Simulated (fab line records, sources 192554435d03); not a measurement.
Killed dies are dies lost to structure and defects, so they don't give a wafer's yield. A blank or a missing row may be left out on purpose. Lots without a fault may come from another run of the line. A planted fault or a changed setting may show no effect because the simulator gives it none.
Problem report in the 8D (eight disciplines) form, filled by code | flow n5_finfet | the parts of the form that need people (team, actions taken, sign-off) are left out

1. THE PROBLEM
spin_speed_rpm at N5_BEOL_M12_COAT_66 reads a mean of 1448.8 rpm on 6 wafers of 2 lots; wafers without a fault read 1499.9 rpm with a standard deviation of 0.92. That is -56 standard deviations from the usual mean.
The step: time 60 s, resist thk 110 nm.
First seen on wafer L776.1, day 13 04:52, on litho_track-03. The record holds 33 wafers of 11 lots with a number at this step. Rule for "out", or "out of limits": more than 4 standard deviations from the usual mean. The other wafers with a number count as sound.

2. WHAT IT IS AND WHAT IT IS NOT
question                    | is                     | is not
which readings at this step | spin_speed_rpm         | -
which lots                  | L776, L778             | L765, L766, L771, L772, L779, L780, L785, L786, L788
which wafers of those lots  | all that have a number | -
read on which tools         | litho_track-03         | litho_track-01, litho_track-02
when                        | from day 13 04:52      | up to then (12 sound wafers); but 15 sound wafers of L779, L780, L785, L786, L788 came after

3. SUSPECTS, AND WHAT RULES EACH OUT
Counting: a tool at a process step up to the reading stays a suspect if it ran every lot that is out and no sound lot after the first of them.
- litho_track-03 at N5_BEOL_M12_COAT_66 (time 60 s, resist thk 110 nm): kept. It ran every lot that is out, first L776 (day 13 04:52), and no sound lot after that; its last sound lot up to then is L766 (day 10 21:31). Its own readings are out on those wafers: spin_speed_rpm.
Left after counting: litho_track-03 at N5_BEOL_M12_COAT_66.

4. THE CAUSE (what the simulator had put in)
Process parameter drift: litho_track-03, from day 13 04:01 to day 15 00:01, at N5_BEOL_M12_COAT_66. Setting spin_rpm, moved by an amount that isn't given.
Counting left only this tool.

5. THE CHAIN OF EFFECTS, in route order
Each row: a reading whose mean over the struck wafers that have a number lies more than 3 standard deviations from the usual. Only readings for which the record gives a usual standard deviation are gone through. hours: the time from each lot's start at the first step in this table that gives one to its start at this step, as a median over the lots. sigmas: the change in usual standard deviations.
hours | step                | reading        | usual      | on struck wafers | change | sigmas
0     | N5_BEOL_M12_COAT_66 | spin_speed_rpm | 1499.9 rpm | 1448.8           | -51.1  | -56
The process steps in it:
- N5_BEOL_M12_COAT_66: time 60 s, resist thk 110 nm.

6. WHAT WOULD HAVE CAUGHT IT SOONER
In this record the first reading out of limits was taken at day 13 04:52, 1 hour after the fault began at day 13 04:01.
